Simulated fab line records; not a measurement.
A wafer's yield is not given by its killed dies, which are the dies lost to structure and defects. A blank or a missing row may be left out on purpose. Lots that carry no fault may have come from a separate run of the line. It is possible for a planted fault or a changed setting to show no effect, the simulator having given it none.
fab line records ; flow n5-finfet
record: lots: 11; wafers: 33; last-day: 18
route steps=1938 shown PMOS_HMC_CHANNEL_EPI@72 TV_LITHO@1886 PASSIVATION@1908
lots that met no fault: taken from a fault-free run of the same line
start-h: the number of hours between the record's first day and the start of the first shown wafer of the lot ; wait-h: hours elapsed since this lot's preceding step ; " same as the row above ; L1.1+2: a row that stands for several wafers ; - value missing, or start not given ; * or withheld: withheld ; < > ~ a bound
route shown NAME@n: a module of which the file shows steps, and the number in the route of the first ; usual: mean/standard deviation of fault-free wafers ; same: alike in all rows ; chamber/n: place in a boat ; sites: each site's reading ; _std_site: standard deviation across them ; _edge_site: inner sites' mean taken away from outer sites' mean ; radius-mm: for every site, how far away it sits from the centre of the wafer ; mask NAME#n: copy n ; behind: the tool/chamber that last shaped the wafer ; hold: why the lot went on hold/how many hours it stayed there/how the hold came to an end ; device: the transistor (n, p or np) that didn't switch ; end of line: the route-end tests of the same wafers ; for a step that has no rows: nothing shown but its recipe ; killed: dies lost to structure and defects at the first sort, not the wafer's yield ; map: the dies of a wafer, with x for killed, . for not killed, _ for no die there
set.NAME: the setting that was run; set.NAME@STEP: the one run at that earlier step ; model.NAME: the simulator's own value behind a step, which no gauge read
a sample of lots followed through the steps of the route, with each step as a table and each wafer as a row
services: a tool's chamber out of use, with start hour (start-h, from the record's first day; less than 0 if before it), hours out, and reason
== steps ==
step: N5_PMOS_HMC_CHANNEL_EPI_STRIP_17
recipe: chemistry: SPM; time-s: 750; temp-c: 130; h2so4-h2o2-vol-ratio: 4; dry: ipa-marangoni
lot.wafer;tool;chamber;start-h;wait-h
L699.3+4+5;wet-bench-05;0,2,7;17.62;-
L702.3+5+6;wet-bench-02;1,3,5;35.72;-
L704.3+4+6;wet-bench-02;5,7,0;47.45;-
L705.3+4+5;wet-bench-02;1,0,2;53.40;-
L706.1+5+6;wet-bench-02;1,0,4;59.34;-
L707.2+3+6;wet-bench-05;3,1,2;65.42;-
L710.1+4+6;wet-bench-05;0,5,7;83.88;-
L717.2+3+4;wet-bench-02;1,5,3;126.71;-
L720.1+3+4;wet-bench-05;7,4,5;143.30;-
L721.1+3+5;wet-bench-02;7,1,2;150.60;-
L722.1+3+5;wet-bench-02;6,7,3;155.63;-
step: N5_PASSIVATION_DESCUM_12
recipe: chemistry: O2; time-s: 7.9; source-power-w: 50; bias-power-w: 20; pressure-mtorr: 20; rf-frequency-hz: 2.712e+07; temp-c: 40; o2-flow-sccm: 225
usual: bias-power-w: 20.00/0.062; chamber-pressure-mTorr: 19.998/0.02; drypump-motor-current-A: 5.9/0.42; oes-product-au: 0.79/0.094; rf-fwd-power-W: 49.63/0.18; rf-vpp-V: 243.7/1.5; showerhead-plenum-p-Torr: 2.13/0.085; throttle-valve-pct: 20.38/0.27
lot.wafer;tool;chamber;start-h;wait-h;bias-power-w;chamber-pressure-mTorr;drypump-motor-current-A;oes-product-au;rf-fwd-power-W;rf-hours-counter-h;rf-vpp-V;showerhead-plenum-p-Torr;throttle-valve-pct
L699.3;rie-diel-06;2;265.80;0.5;20.12;20.016;6.4;0.69;49.63;220;243.0;2.09;20.51
L699.4;rie-diel-06;1;265.80;0.5;19.96;19.934;5.9;0.81;49.51;74;244.3;2.11;20.34
L699.5;rie-diel-06;0;265.80;0.5;19.90;19.981;4.9;0.96;49.29;-;245.2;2.25;20.67
L705.3;rie-diel-06;1;302.60;0.3;19.99;20.000;5.8;0.80;49.73;84;243.4;2.11;20.33
L705.4;rie-diel-06;3;302.60;0.3;19.98;20.010;6.3;0.77;49.60;126;242.4;2.10;20.47
L705.5;rie-diel-06;3;302.60;0.3;19.93;20.006;6.3;0.76;49.50;-;242.7;2.10;20.48
L704.3;rie-diel-01;3;305.89;0.3;20.08;20.039;5.7;0.69;49.55;235;244.0;2.15;20.37
L704.4;rie-diel-01;1;305.89;0.3;20.01;20.018;6.4;0.75;49.87;190;244.2;2.18;20.15
L704.6;rie-diel-01;2;305.89;0.3;19.94;20.006;6.4;0.71;49.74;-;241.8;1.98;20.27
L702.3;rie-diel-01;3;313.83;0.2;20.02;20.036;5.7;0.70;49.74;237;243.9;2.15;20.40
L702.5;rie-diel-01;0;313.83;0.2;19.85;19.995;5.5;0.78;49.69;-;244.3;2.20;20.61
L702.6;rie-diel-01;1;313.83;0.2;20.01;20.021;6.3;0.76;49.93;-;245.1;2.18;20.14
L707.2;rie-diel-05;3;318.07;0.1;20.02;19.974;5.8;0.69;49.63;233;244.3;2.15;20.64
L707.3;rie-diel-05;0;318.07;0.1;20.07;20.040;5.5;0.72;49.66;183;242.1;1.99;20.74
L707.6;rie-diel-05;1;318.07;0.1;19.94;20.000;6.1;0.99;49.85;-;245.1;2.22;19.74
L706.1;rie-diel-01;2;319.08;0.7;20.09;20.002;6.4;0.70;49.72;215;240.4;1.98;20.28
L706.5;rie-diel-01;0;319.08;0.7;19.95;20.014;5.5;0.77;49.67;-;244.3;2.20;20.61
L706.6;rie-diel-01;3;319.08;0.7;19.99;19.993;5.7;0.69;49.80;-;244.2;2.15;20.40
L710.1;rie-diel-05;1;344.83;0.0;20.00;19.997;6.1;0.94;49.47;12;245.4;2.22;19.75
L710.4;rie-diel-05;2;344.83;0.0;19.94;19.975;5.6;0.89;49.33;36;244.3;2.14;20.39
L710.6;rie-diel-05;0;344.83;0.0;19.98;20.004;5.5;0.71;49.76;-;241.8;1.99;20.72
L717.2;rie-diel-05;1;381.69;0.0;19.95;19.976;6.1;0.91;49.55;22;244.4;2.21;19.77
L717.3;rie-diel-05;2;381.69;0.0;20.04;20.002;5.6;0.88;49.33;48;243.3;2.14;20.43
L717.4;rie-diel-05;0;381.69;0.0;19.99;20.010;5.5;0.70;49.45;-;241.4;1.99;20.74
L720.1;rie-diel-01;1;395.94;0.0;19.90;19.991;6.3;0.73;49.73;223;243.6;2.17;20.21
L720.3;rie-diel-01;2;395.94;0.0;20.01;19.977;6.4;0.68;49.32;242;241.0;1.97;20.32
L720.4;rie-diel-01;3;395.94;0.0;20.00;19.982;5.7;1.00;49.48;5;243.8;2.14;20.03
L721.1;rie-diel-01;1;413.23;0.5;20.05;19.981;6.3;0.72;49.97;229;244.0;2.17;20.22
L721.3;rie-diel-01;2;413.23;0.5;19.98;20.014;6.4;0.69;49.34;248;242.1;1.97;20.33
L721.5;rie-diel-01;2;413.23;0.5;20.02;19.988;6.4;0.68;49.49;-;240.9;1.96;20.34
L722.1;rie-diel-05;3;417.89;0.0;20.05;19.993;5.8;0.93;49.29;10;244.1;2.14;20.29
L722.3;rie-diel-05;1;417.89;0.0;20.11;20.024;6.1;0.88;49.57;36;244.6;2.21;19.80
L722.5;rie-diel-05;2;417.89;0.0;19.90;20.034;5.6;0.86;49.55;-;244.7;2.13;20.46
step: N5_PASSIVATION_DESCUM_32
recipe: chemistry: O2; time-s: 7.9; source-power-w: 50; bias-power-w: 20; pressure-mtorr: 20; rf-frequency-hz: 2.712e+07; temp-c: 40; o2-flow-sccm: 225
usual: bias-power-w: 19.99/0.059; chamber-pressure-mTorr: 20.001/0.018; drypump-motor-current-A: 6.0/0.51; oes-product-au: 0.84/0.075; rf-fwd-power-W: 49.60/0.19; rf-vpp-V: 244.0/1.3; showerhead-plenum-p-Torr: 2.14/0.071; throttle-valve-pct: 20.33/0.19
lot.wafer;tool;chamber;start-h;wait-h;bias-power-w;chamber-pressure-mTorr;drypump-motor-current-A;oes-product-au;rf-fwd-power-W;rf-hours-counter-h;rf-vpp-V;showerhead-plenum-p-Torr;throttle-valve-pct
L699.3;rie-diel-02;1;267.24;0.0;19.92;19.986;6.2;0.69;49.68;248;245.8;2.13;20.33
L699.4;rie-diel-02;0;267.24;0.0;20.08;20.020;5.3;0.70;49.54;-;240.5;1.99;20.46
L699.5;rie-diel-02;3;267.24;0.0;19.89;19.986;5.6;0.71;49.56;-;243.6;2.07;20.43
L705.3;rie-diel-04;0;305.81;0.0;19.95;20.015;6.7;0.85;49.53;45;244.5;2.22;20.50
L705.4;rie-diel-04;2;305.81;0.0;20.02;19.997;5.6;0.92;49.57;18;244.5;2.22;20.18
L705.5;rie-diel-04;3;305.81;0.0;20.08;20.032;6.4;0.83;49.49;-;243.7;2.12;20.54
L704.3;rie-diel-03;0;307.49;0.1;19.95;20.006;5.6;0.70;49.61;232;242.1;2.05;20.29
L704.4;rie-diel-03;1;307.49;0.1;20.11;20.004;5.3;0.79;49.55;116;242.7;2.11;20.28
L704.6;rie-diel-03;0;307.49;0.1;20.02;19.987;5.6;0.70;49.61;-;243.1;2.05;20.30
L702.3;rie-diel-03;1;315.18;0.1;20.07;20.020;5.3;0.78;49.76;119;243.9;2.11;20.29
L702.5;rie-diel-03;2;315.18;0.1;20.07;19.995;5.4;0.75;49.63;-;243.2;2.09;20.27
L702.6;rie-diel-03;1;315.18;0.1;20.05;19.983;5.3;0.79;49.68;-;242.7;2.11;20.26
L707.2;rie-diel-02;2;319.93;0.0;19.99;20.018;5.2;0.93;49.76;22;244.2;2.15;20.53
L707.3;rie-diel-02;3;319.93;0.0;20.00;20.037;5.6;0.69;49.78;232;243.7;2.07;20.47
L707.6;rie-diel-02;1;319.93;0.0;19.85;19.998;6.2;0.92;50.00;-;244.2;2.13;19.98
L706.1;rie-diel-02;2;320.87;0.1;20.04;19.982;5.2;0.93;49.89;22;245.0;2.15;20.53
L706.5;rie-diel-02;0;320.87;0.1;20.01;20.018;5.3;0.99;49.83;-;246.7;2.25;20.07
L706.6;rie-diel-02;1;320.87;0.1;19.98;19.969;6.2;0.93;49.98;-;243.8;2.13;19.98
L710.1;rie-diel-04;0;346.56;0.1;20.15;20.017;6.7;0.83;49.38;61;245.8;2.22;20.53
L710.4;rie-diel-04;2;346.56;0.1;19.99;19.989;5.6;0.90;49.42;-;243.9;2.21;20.20
L710.6;rie-diel-04;2;346.56;0.1;19.99;19.987;5.6;0.89;49.41;-;243.3;2.21;20.21
L717.2;rie-diel-04;3;383.39;0.0;19.98;19.989;6.4;0.79;49.57;107;243.9;2.11;20.57
L717.3;rie-diel-04;1;383.39;0.0;20.02;20.015;6.3;0.85;49.40;60;241.1;2.04;20.21
L717.4;rie-diel-04;0;383.39;0.0;20.03;19.981;6.7;0.81;49.39;70;244.3;2.22;20.53
L720.1;rie-diel-02;2;398.51;0.0;19.95;20.016;5.2;0.88;49.67;52;244.1;2.14;20.58
L720.3;rie-diel-02;0;398.51;0.0;19.99;20.016;5.3;0.89;49.78;28;245.9;2.24;20.13
L720.4;rie-diel-02;1;398.51;0.0;20.03;20.008;6.2;0.88;49.71;43;244.4;2.12;20.01
L721.1;rie-diel-04;2;414.88;0.0;20.03;20.032;5.6;0.85;49.43;53;244.5;2.21;20.23
L721.3;rie-diel-04;0;414.88;0.0;20.00;19.998;6.7;0.80;49.55;82;243.8;2.21;20.56
L721.5;rie-diel-04;0;414.88;0.0;20.01;20.008;6.7;0.81;49.69;-;245.8;2.21;20.55
L722.1;rie-diel-04;2;419.68;0.0;19.91;19.974;5.6;0.86;49.67;55;245.1;2.20;20.26
L722.3;rie-diel-04;1;419.68;0.0;20.02;19.993;6.3;0.84;49.23;74;243.3;2.04;20.25
L722.5;rie-diel-04;0;419.68;0.0;19.94;19.986;6.7;0.80;49.34;-;244.7;2.21;20.55
step: N5_PASSIVATION_PROBE_49
usual: killed_at_M0_to_M3: 37/12; killed_at_M4_up: 14/5.3; killed-at-contacts: 12/6.2; killed-at-front-end: 41/11; killed-at-other: 3.7/2.9; killed-dies: 107/17; killed-open: 71/12; killed-short: 34/7.9
same: gross-dies: 1180; killed-at-back-side: 0
lot.wafer;tool;chamber;start-h;wait-h;killed_at_M0_to_M3;killed_at_M4_up;killed-at-contacts;killed-at-front-end;killed-at-other;killed-dies;killed-open;killed-short
L707.2;prober-02;-;325.09;0.1;37;8;3;48;0;96;58;36
L707.3;prober-02;-;325.14;0.1;25;13;21;43;4;106;67;35
L707.6;prober-02;-;325.29;0.3;34;19;8;54;1;116;71;42
L706.1;prober-01;-;325.84;0.0;80;12;7;41;1;141;76;60
L706.5;prober-01;-;326.04;0.2;50;10;9;155;1;225;73;43
L706.6;prober-01;-;326.09;0.3;89;10;12;30;8;149;93;54
killed by level:class
L707.2 FIN_SAQP:geometric-particle:open=18 BEOL_M0_SAQP:geometric-particle:short=12 BEOL_M2:geometric-particle:open=10 STI_FIN_REVEAL:geometric-particle:open=8 BEOL_M0_SAQP:geometric-particle:open=7 GATE_CUT:geometric-particle:short=4 STARTING-WAFER:geometric-particle:short=4 FIN_SAQP:geometric-particle:short=3
L707.3 FIN_SAQP:geometric-particle:short=16 MOL_CONTACT_COAG:geometric-particle:open=16 FIN_SAQP:geometric-particle:open=14 BEOL_M2:geometric-particle:open=7 BEOL_M0_SAQP:geometric-particle:open=6 BEOL_M0_SAQP:geometric-particle:short=6 STI_FIN_REVEAL:geometric-particle:open=5 MOL_CONTACT_COAG:geometric-particle:short=4
L707.6 FIN_SAQP:geometric-particle:open=12 FIN_SAQP:geometric-particle:short=12 STI_FIN_REVEAL:geometric-particle:open=10 BEOL_M0_SAQP:geometric-particle:short=9 MOL_CONTACT_COAG:geometric-particle:open=6 BEOL_M3:geometric-particle:open=6 BEOL_M0_SAQP:geometric-particle:open=5 BEOL_M2:geometric-particle:open=5
L706.1 BEOL_M0_SAQP:geometric-particle:open=19 BEOL_M0_SAQP:geometric-particle:short=18 FIN_SAQP:geometric-particle:open=13 BEOL_M1:geometric-particle:short=12 FIN_SAQP:geometric-particle:short=10 BEOL_M2:geometric-particle:open=10 BEOL_M1:geometric-particle:open=6 BEOL_M3:geometric-particle:short=6
L706.5 PMOS_HMC_CHANNEL_EPI:unspecified=104 BEOL_M0_SAQP:geometric-particle:open=17 BEOL_M0_SAQP:geometric-particle:short=14 FIN_SAQP:geometric-particle:short=9 GATE_CUT:geometric-particle:short=9 FIN_SAQP:geometric-particle:open=7 STI_FIN_REVEAL:geometric-particle:open=7 MOL_CONTACT_COAG:geometric-particle:open=6
L706.6 BEOL_M0_SAQP:geometric-particle:short=22 BEOL_M0_SAQP:geometric-particle:open=22 BEOL_M2:geometric-particle:open=16 BEOL_M3:geometric-particle:open=9 BEOL_M1:geometric-particle:open=9 MOL_CONTACT_COAG:geometric-particle:open=8 FIN_SAQP:geometric-particle:open=6 STI_FIN_REVEAL:geometric-particle:open=5
== services ==
tool;chamber;start-h;hours;kind
rie-diel-04;3;0.80;1.8;repair
rie-diel-05;1;11.95;6.9;repair
rie-diel-05;-;16.27;0.5;repair
rie-diel-02;-;35.30;0.6;repair
rie-diel-04;0;42.81;21.2;repair
rie-diel-02;0;79.64;8.6;repair
rie-diel-02;1;79.64;3.7;repair
wet-bench-05;-;100.10;3.6;repair
rie-diel-02;-;145.40;4.3;pm
rie-diel-05;0;157.45;2.8;repair
rie-diel-02;-;163.03;3.2;repair
rie-diel-01;-;211.73;3.2;repair
rie-diel-01;-;243.61;0.2;repair
rie-diel-02;0;261.10;2.4;repair
rie-diel-05;2;296.80;2.9;repair
rie-diel-01;-;336.07;0.2;repair
rie-diel-04;3;341.69;14.3;repair
rie-diel-02;-;344.12;2.0;repair
rie-diel-04;1;345.68;5.8;repair
rie-diel-04;-;346.66;14.6;pm
rie-diel-01;0;347.03;9.4;repair
rie-diel-02;0;362.01;4.7;repair
wet-bench-02;-;407.48;4.0;repair
wet-bench-02;-;412.29;12.4;repair
== key ==
first-sign: step: N5_PASSIVATION_PROBE_49; reading: killed-at-front-end; direction: up; sigmas: 11; usual: 41; struck: 155
effect: step: N5_PASSIVATION_PROBE_49; reading: killed-dies; direction: up; sigmas: 6.9; usual: 107; struck: 225
more-kills-born-at: N5_PMOS_HMC_CHANNEL_EPI_STRIP_17@wet-bench-02: 104
met-at N5_PMOS_HMC_CHANNEL_EPI_STRIP_17
struck-lots L706
struck-wafers L706.5
tester-left-out L706
not-acting-at N5_PASSIVATION_DESCUM_12,N5_PASSIVATION_DESCUM_32
onset-between 53.40 59.34
fault: kind: chamber-particle-source; tool: wet-bench-02; chamber: 0; onset-h: 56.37; steps: N5_PMOS_HMC_CHANNEL_EPI_STRIP_17; rate-per-visit-cm2: 0.48276; end-h: 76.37
tester-left-out: of these lots the tester's yield and bins aren't shown, on N5 and GAA mostly nor the transistor test; their killed dies are dies lost to structure and defects alone, not to doping, threshold or leakage, so they don't give the yield
